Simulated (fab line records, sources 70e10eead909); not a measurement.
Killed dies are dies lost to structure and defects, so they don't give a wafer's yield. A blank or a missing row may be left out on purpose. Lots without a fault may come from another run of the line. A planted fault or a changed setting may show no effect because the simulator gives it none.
Which tool did it? | flow nand_harc | 12 lots, 36 wafers sampled, at 5 steps of a route of 1159

WHAT THE GAUGES READ, wafer by wafer
NHARC_P_M1_INSPECT_11. Usual: raw_defect_count 3.7, standard deviation 2.1.
lot  | measured     | on                | raw_defect_count | flag
L766 | day 6 10:03  | defect_inspect-02 | 5 4 2            |
L767 | day 6 13:35  | defect_inspect-01 | 1 3 2            |
L772 | day 7 12:15  | defect_inspect-01 | 4 5 7            |
L774 | day 8 03:53  | defect_inspect-01 | 6 10 7           |
L775 | day 8 08:17  | defect_inspect-01 | 3 3 4            |
L779 | day 9 10:25  | defect_inspect-01 | 3 3 4            |
L783 | day 10 02:56 | defect_inspect-02 | 2 2 4            |
L782 | day 10 03:37 | defect_inspect-02 | 5 4 4            |
L785 | day 10 19:13 | defect_inspect-02 | 1 3 3            |
L784 | day 10 19:36 | defect_inspect-01 | 2 3 5            |
L787 | day 11 04:37 | defect_inspect-02 | 2 4 3            |
L788 | day 11 05:01 | defect_inspect-01 | 5 1 4            |

NHARC_END_SORT_01. Usual: defect_limited_yield 95.2 %, standard deviation 1.6; killed_at_array 29, standard deviation 11; killed_at_other 0.6, standard deviation 0.75; killed_at_periphery 3.1, standard deviation 2.1; killed_dies 32, standard deviation 11; killed_open 3.0, standard deviation 1.8; killed_short 1.8, standard deviation 1.3; sort_bin_2_pct 1.5 %, standard deviation 0.7; sort_bin_3_pct 0.26 %, standard deviation 0.22; sort_bin_4_pct 3.0 %, standard deviation 1; sort_n_pass 645, standard deviation 11; sort_rim_yield_pct 94.9 %, standard deviation 3; sort_yield_pct 95.2 %, standard deviation 1.6.
lot  | measured     | on        | defect_limited_yield (%) | killed_at_array | killed_at_other | killed_at_periphery | killed_dies | killed_open | killed_short | sort_bin_2_pct (%) | sort_bin_3_pct (%) | sort_bin_4_pct (%) | sort_n_pass | sort_rim_yield_pct (%) | sort_yield_pct (%) | flag
L785 | day 23 23:07 | prober-02 | 92.5 93.1 91.4           | 48 46 51        | 1 0 2           | 2 1 5               | 51 47 58    | 5 4 8       | 3 4 0        | 2.5 2.4 2.8        | 0.59 0.30 0.59     | 4.4 4.3 5.2        | 626 630 619 | 89.6 88.7 89.6         | 92.5 93.1 91.4     |

WHICH TOOL RAN EACH LOT (tool, then ch and the chambers of the sampled wafers, then the start)
lot  | NHARC_P_M0_PVD_20                       | NHARC_P_M1_SOFTBAKE_04            | NHARC_P_M1_STRIP_18
L766 | pvd_sputter-03, day 6 09:00 or earlier  | litho_track-04 ch 0, day 6 09:00  | rie_diel-09 ch 0,2, day 6 10:29
L767 | pvd_sputter-02, day 6 13:00 or earlier  | litho_track-06 ch 0, day 6 13:00  | rie_diel-07 ch 2,3, day 6 14:01
L772 | pvd_sputter-01, day 7 11:00 or earlier  | litho_track-06 ch 0, day 7 11:00  | rie_diel-07 ch 0,1,3, day 7 12:43
L774 | pvd_sputter-03, day 8 03:00 or earlier  | litho_track-06 ch 0, day 8 03:00  | rie_diel-09 ch 0,1,3, day 8 04:34
L775 | pvd_sputter-01, day 8 07:00 or earlier  | litho_track-06 ch 0, day 8 07:00  | rie_diel-07 ch 0,1,3, day 8 08:47
L779 | pvd_sputter-01, day 9 09:00 or earlier  | litho_track-04 ch 0, day 9 09:00  | rie_diel-07 ch 1,2,3, day 9 10:55
L783 | pvd_sputter-03, day 10 02:00 or earlier | litho_track-04 ch 0, day 10 02:00 | rie_diel-07 ch 1,2,3, day 10 03:22
L782 | pvd_sputter-01, day 10 03:00 or earlier | litho_track-04 ch 0, day 10 03:00 | rie_diel-07 ch 1,2,3, day 10 04:03
L785 | pvd_sputter-03, day 10 18:00 or earlier | litho_track-01 ch 0, day 10 18:00 | rie_diel-05 ch 0,2,3, day 10 19:43
L784 | pvd_sputter-02, day 10 19:00 or earlier | litho_track-01 ch 0, day 10 19:00 | rie_diel-09 ch 0,3, day 10 20:03
L787 | pvd_sputter-01, day 11 04:00 or earlier | litho_track-04 ch 0, day 11 04:00 | rie_diel-09 ch 1,2, day 11 05:04
L788 | pvd_sputter-03, day 11 04:00 or earlier | litho_track-01 ch 0, day 11 04:00 | rie_diel-05 ch 1,3, day 11 05:30
- NHARC_P_M0_PVD_20: deposits TaN, target thk 5 nm, time 8.06 s.
- NHARC_P_M1_SOFTBAKE_04: time 55 s.
- NHARC_P_M1_STRIP_18: strips in N2/H2.

WHAT THE TOOLS THEMSELVES READ (means of the sampled wafers that have a number; where no wafer has one, the mark that the record gives instead)
NHARC_P_M0_PVD_20. Usual: throttle_valve_pct 29.3 %, standard deviation 1.2.
lot  | tool           | throttle_valve_pct (%) | flag
L766 | pvd_sputter-03 | 29.3                   |
L767 | pvd_sputter-02 | 29.4                   |
L772 | pvd_sputter-01 | 29.7                   |
L774 | pvd_sputter-03 | 28.7                   |
L775 | pvd_sputter-01 | 29.2                   |
L779 | pvd_sputter-01 | 29.8                   |
L783 | pvd_sputter-03 | 28.7                   |
L782 | pvd_sputter-01 | 29.8                   |
L785 | pvd_sputter-03 | 28.5                   |
L784 | pvd_sputter-02 | 29.3                   |
L787 | pvd_sputter-01 | 29.2                   |
L788 | pvd_sputter-03 | 29.6                   |

NHARC_P_M1_SOFTBAKE_04. Usual: heater_power_total_W 188.46 W, standard deviation 0.14; resist_line_temp_C 23.01 C, standard deviation 0.098.
lot  | tool           | heater_power_total_W (W) | resist_line_temp_C (C) | flag
L766 | litho_track-04 | 188.35                   | 23.09                  |
L767 | litho_track-06 | 188.32                   | 23.12                  |
L772 | litho_track-06 | 188.56                   | 22.99                  |
L774 | litho_track-06 | 180.59                   | 23.09                  | OFF
L775 | litho_track-06 | 180.74                   | 23.08                  | OFF
L779 | litho_track-04 | 188.49                   | 22.89                  |
L783 | litho_track-04 | 188.46                   | 23.01                  |
L782 | litho_track-04 | 188.51                   | 22.97                  |
L785 | litho_track-01 | 188.57                   | 22.93                  |
L784 | litho_track-01 | 188.58                   | 23.00                  |
L787 | litho_track-04 | 188.40                   | 22.94                  |
L788 | litho_track-01 | 188.56                   | 23.04                  |

NHARC_P_M1_STRIP_18. Usual: drypump_motor_current_A 5.6 A, standard deviation 0.47; oes_product_au 1.002 a.u., standard deviation 0.011; power_w 999.8 W, standard deviation 2.8; rf_vpp_V 90.7 V, standard deviation 0.97; showerhead_plenum_p_Torr 2.05 Torr, standard deviation 0.074; throttle_valve_pct 14.172 %, standard deviation 0.0095.
lot  | tool        | drypump_motor_current_A (A) | oes_product_au (a.u.) | power_w (W) | rf_vpp_V (V) | showerhead_plenum_p_Torr (Torr) | throttle_valve_pct (%) | flag
L766 | rie_diel-09 | 5.3                         | 1.000                 | 996.9       | 90.3         | 2.07                            | 14.174                 |
L767 | rie_diel-07 | 5.3                         | 1.005                 | 1001.4      | 90.5         | 1.99                            | 14.181                 |
L772 | rie_diel-07 | 5.2                         | 1.017                 | 1001.5      | 90.8         | 2.05                            | 14.175                 |
L774 | rie_diel-09 | 5.6                         | 1.001                 | 997.8       | 90.7         | 2.01                            | 14.163                 |
L775 | rie_diel-07 | 5.2                         | 1.012                 | 1001.2      | 91.3         | 2.05                            | 14.176                 |
L779 | rie_diel-07 | 5.3                         | 1.007                 | 998.7       | 90.4         | 2.03                            | 14.170                 |
L783 | rie_diel-07 | 5.3                         | 1.007                 | 1001.8      | 91.3         | 2.03                            | 14.173                 |
L782 | rie_diel-07 | 5.3                         | 1.001                 | 997.2       | 90.4         | 2.03                            | 14.173                 |
L785 | rie_diel-05 | 6.0                         | 1.005                 | 1000.2      | 90.9         | 2.01                            | 14.163                 |
L784 | rie_diel-09 | 5.4                         | 0.998                 | 999.3       | 90.7         | 1.98                            | 14.169                 |
L787 | rie_diel-09 | 5.4                         | 0.999                 | 997.8       | 91.9         | 2.17                            | 14.170                 |
L788 | rie_diel-05 | 6.0                         | 0.984                 | 1000.8      | 90.6         | 2.04                            | 14.176                 |

THE ANSWER, worked out from the rows above alone
Rule: a lot is off if the mean of its wafers that have a number lies more than 3 standard deviations from the usual mean. A lot without any number at a reading at which 4 lots or more have one is off too. The other lots that the step has rows for count as sound. The gauges are gone through in route order, then the tools' own readings, and for those a lot's mean is taken as printed above. The first step at which some lot is off is used, and at that step the reading that is off furthest; a lot without a number counts as furthest.
Off: L774, L775, at NHARC_P_M1_SOFTBAKE_04 (heater_power_total_W).
A tool fits if, at that step or a process step before it, it ran every lot that is off, and no sound lot after the first of them. NHARC_P_M0_PVD_20 gives no start for some lots, so the hours and the order of its lots are those of NHARC_P_M1_SOFTBAKE_04. One fits: litho_track-06 at NHARC_P_M1_SOFTBAKE_04. Its last sound lot is L772 (day 7 11:00), its first lot that is off L774 (day 8 03:00): a fault that began between those two fits.
The tool's own readings at NHARC_P_M1_SOFTBAKE_04 bear it out: on the lots that are off they differ by more than 5 times the standard deviation of the sound lots' means. heater_power_total_W reads 180.67 W there against 188.48 W on the sound lots.

WHAT THE SIMULATOR HAD PUT IN
Process parameter drift: litho_track-06, from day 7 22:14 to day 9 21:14, at NHARC_P_M1_SOFTBAKE_04. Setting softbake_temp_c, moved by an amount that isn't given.
Lots struck among those shown: L774, L775. The rule above found the same.
